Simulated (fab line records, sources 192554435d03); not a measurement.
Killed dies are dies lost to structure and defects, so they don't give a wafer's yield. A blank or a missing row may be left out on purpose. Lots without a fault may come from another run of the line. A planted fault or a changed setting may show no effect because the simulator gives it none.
Chamber matching | flow n5_finfet | N5_BEOL_M6_DEP_56 on pecvd-02: 3 sister chambers
The step deposits SiCN from 3MS/NH3, target thk 10 nm, time 17.5 s. 3 wafers are shown with their chamber, then 8 later ones without.

WAFERS WITH THEIR CHAMBER
wafer  | chamber | throttle_valve_pct (%)
L086.5 | 0       | 9.0
L086.6 | 1       | 9.9
L090.3 | 2       | 8.7

WAFERS WITHOUT THEIR CHAMBER
wafer  | throttle_valve_pct (%)
L090.4 | 8.8
L090.5 | 9.3
L089.1 | 8.8
L089.2 | 8.4
L089.6 | 8.5
L093.1 | 8.9
L093.2 | 9.7
L093.5 | 8.5

WHICH CHAMBER EACH WENT THROUGH
wafer  | from the rows above          | in truth
L090.4 | can't be placed: 2 or 0      | 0
L090.5 | can't be placed: 0 or 1 or 2 | 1
L089.1 | can't be placed: 2 or 0      | 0
L089.2 | can't be placed: 2 or 0      | 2
L089.6 | can't be placed: 2 or 0      | 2
L093.1 | can't be placed: 0 or 2      | 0
L093.2 | 1                            | 1
L093.5 | can't be placed: 2 or 0      | 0
Placed correctly: 1 of 8. Can't be placed from these rows: 7 (the true chamber is among the candidates in 7). Placed wrongly: 0.
How it was worked out, from the rows above alone: a wafer's distance from a chamber is the root of the sum, over the readings, of the square of ((its reading less the chamber's mean) divided by the reading's scatter). The wafer belongs to the nearest chamber; if the next one is less than 2 further off, it can't be placed. A chamber's mean is the mean of its shown wafers. The scatter: with one shown wafer a chamber, the root of the mean of the squares of how far each hidden wafer lies from its nearest shown one.
